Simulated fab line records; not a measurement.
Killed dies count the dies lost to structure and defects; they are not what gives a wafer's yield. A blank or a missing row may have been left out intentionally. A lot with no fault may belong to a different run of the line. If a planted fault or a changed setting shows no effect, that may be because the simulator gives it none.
Tool commonality check -- flow nand harc -- 12 wafers sampled across 4 lots

== WHAT PROMPTED THE OPENING ==
On 2 of the 4 lots, a flag is raised at NHARC_END_SORT_01 on the reading killed at other. No-fault wafers: 0.8, standard deviation 1.
Rule: a lot is flagged when every wafer of it that has a number lies more than 4 standard deviations from that mean, or none has a number. The other lots count as sound.

lot,measured,on,"killed at other, wafer by wafer",flag
L937,day 29 04:56,prober-01,0 1 1,
L939,day 29 11:46,prober-02,627 633 634,FLAGGED
L938,day 29 12:42,prober-01,1 0 1,
L943,day 32 04:54,prober-02,641 635 635,FLAGGED
On average the flagged lots read 634.2, which is +633.4 against the usual, or +99 or more standard deviations.

== WHICH TOOL RAN EACH LOT ==
3 process steps preceding the reading are held in the record, out of 1302 steps in the route. Each cell gives the tool, then ch followed by the chambers the sampled wafers passed through, then the start.
lot,flag,NHARC_A_BONDPAD_STRIP_15,NHARC_A_BONDPAD_ANNEAL_28,NHARC_THIN_TSV_GRIND_00
L937,,"rie diel-03 ch 0,1, day 27 21:29","rtp anneal-01 ch 0, day 27 22:50","grinder-01 ch 0, day 28 09:25"
L939,FLAGGED,"rie diel-03 ch 1,2, day 28 07:41","rtp anneal-01 ch 0, day 28 08:58","grinder-01 ch 0, day 28 19:37"
L938,,"rie diel-04 ch 0,3, day 28 02:32","rtp anneal-01 ch 0, day 28 03:49","grinder-01 ch 0, day 28 14:22"
L943,FLAGGED,"rie diel-03 ch 0,2,3, day 31 01:04","rtp anneal-01 ch 0, day 31 02:22","grinder-01 ch 0, day 31 12:22"
These steps, and what they do:
- NHARC_A_BONDPAD_STRIP_15: strips in O2.
- NHARC_A_BONDPAD_ANNEAL_28: time 90 s.
- NHARC_THIN_TSV_GRIND_00
- NHARC_END_SORT_01

== FLAGGED OVER TOTAL, TOOL BY TOOL (the gauges that took the reading come last) ==
step,tool,lots run,flagged,share of the flagged lots,sound lots run after its first flagged lot
NHARC_A_BONDPAD_STRIP_15,rie diel-03,3,2,all,0
NHARC_A_BONDPAD_STRIP_15,rie diel-04,1,0,none,-
NHARC_A_BONDPAD_ANNEAL_28,rtp anneal-01,4,2,all,0
NHARC_THIN_TSV_GRIND_00,grinder-01,4,2,all,0
NHARC_END_SORT_01,prober-01,2,0,none,-
NHARC_END_SORT_01,prober-02,2,2,all,0

== THE TABLE: WHAT IT ALLOWS ==
4 rows of the table ran every flagged lot: rie diel-03 at NHARC_A_BONDPAD_STRIP_15, rtp anneal-01 at NHARC_A_BONDPAD_ANNEAL_28, grinder-01 at NHARC_THIN_TSV_GRIND_00, prober-02 at NHARC_END_SORT_01.
- rie diel-03 at NHARC_A_BONDPAD_STRIP_15: 2 of its 3 lots flagged. Its last sound lot is L937 (day 27 21:29), its first flagged lot L939 (day 28 07:41): a fault that began between those two fits.
- rtp anneal-01 at NHARC_A_BONDPAD_ANNEAL_28: 2 of its 4 lots flagged. Its last sound lot is L938 (day 28 03:49), its first flagged lot L939 (day 28 08:58): a fault that began between those two fits.
- grinder-01 at NHARC_THIN_TSV_GRIND_00: 2 of its 4 lots flagged. Its last sound lot is L938 (day 28 14:22), its first flagged lot L939 (day 28 19:37): a fault that began between those two fits.
- prober-02 at NHARC_END_SORT_01: 2 of its 2 lots flagged. The start can't be narrowed down: in this sample, it ran no sound lot prior to its first flagged lot.
Counting lots can't tell these 4 tools apart, because each fits a fault that began at some hour. More lots, or a look at what each step does to the wafer, might.

== WHAT HAD BEEN PUT IN BY THE SIMULATOR ==
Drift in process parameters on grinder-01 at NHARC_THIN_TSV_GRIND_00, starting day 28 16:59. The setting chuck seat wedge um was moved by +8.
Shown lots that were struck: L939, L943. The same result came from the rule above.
